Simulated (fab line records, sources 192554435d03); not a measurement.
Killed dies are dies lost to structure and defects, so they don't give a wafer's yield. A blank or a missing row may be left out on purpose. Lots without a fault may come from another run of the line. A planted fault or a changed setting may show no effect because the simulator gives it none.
Chamber matching | flow n5_finfet | N5_BEOL_M15_VIA_ETCH_16 on rie_diel-01: 4 sister chambers
The step etches SiO2 in C4F8/O2/Ar, target depth 1792.2 nm. 14 wafers are shown with their chamber, then 7 later ones without.

WAFERS WITH THEIR CHAMBER
wafer  | chamber | showerhead_plenum_p_Torr (Torr) | rf_vpp_V (V) | throttle_valve_pct (%)
L074.3 | 3       | 3.31                            | 2253         | 30.69
L074.4 | 0       | 3.62                            | 2199         | 30.57
L074.5 | 1       | 3.52                            | 2232         | 31.00
L076.1 | 0       | 3.62                            | 2197         | 30.60
L076.3 | 1       | 3.51                            | 2233         | 31.02
L076.4 | 3       | 3.31                            | 2254         | 30.69
L080.1 | 2       | 3.37                            | 2217         | 31.02
L080.3 | 0       | 3.61                            | 2198         | 30.60
L080.5 | 2       | 3.37                            | 2219         | 31.01
L083.4 | 3       | 3.31                            | 2253         | 30.70
L083.5 | 2       | 3.37                            | 2217         | 31.02
L083.6 | 3       | 3.31                            | 2252         | 30.67
L084.2 | 2       | 3.37                            | 2220         | 31.01
L084.4 | 1       | 3.50                            | 2231         | 31.02

SIGNATURES (means of the wafers above)
reading                  | chamber 0 | chamber 1 | chamber 2 | chamber 3 | scatter within a chamber
showerhead_plenum_p_Torr | 3.6167    | 3.5100    | 3.3700    | 3.3100    | 0.00516
rf_vpp_V                 | 2198.00   | 2232.00   | 2218.25   | 2253.00   | 1.13
throttle_valve_pct       | 30.5900   | 31.0133   | 31.0150   | 30.6875   | 0.012
Rule: a wafer's distance from a chamber is the root of the sum, over the readings, of the square of ((its reading less the chamber's mean) divided by the reading's scatter). The wafer belongs to the nearest chamber; if the next one is less than 2 further off, it can't be placed. The scatter: the root of (the sum of the squares of (reading less its chamber's mean) over the shown wafers, divided by (wafers less chambers)).

WAFERS WITHOUT THEIR CHAMBER
wafer  | showerhead_plenum_p_Torr (Torr) | rf_vpp_V (V) | throttle_valve_pct (%)
L084.5 | 3.50                            | 2234         | 31.04
L091.2 | 3.60                            | 2196         | 30.62
L091.4 | 3.30                            | 2251         | 30.72
L091.6 | 3.60                            | 2197         | 30.62
L093.1 | 3.36                            | 2218         | 31.04
L093.4 | 3.50                            | 2232         | 31.04
L093.6 | 3.60                            | 2195         | 30.63

WHICH CHAMBER EACH WENT THROUGH
wafer  | from the rows above | in truth
L084.5 | 1                   | 1
L091.2 | 0                   | 0
L091.4 | 3                   | 3
L091.6 | 0                   | 0
L093.1 | 2                   | 2
L093.4 | 1                   | 1
L093.6 | 0                   | 0
Placed correctly: 7 of 7. Can't be placed from these rows: 0. Placed wrongly: 0.
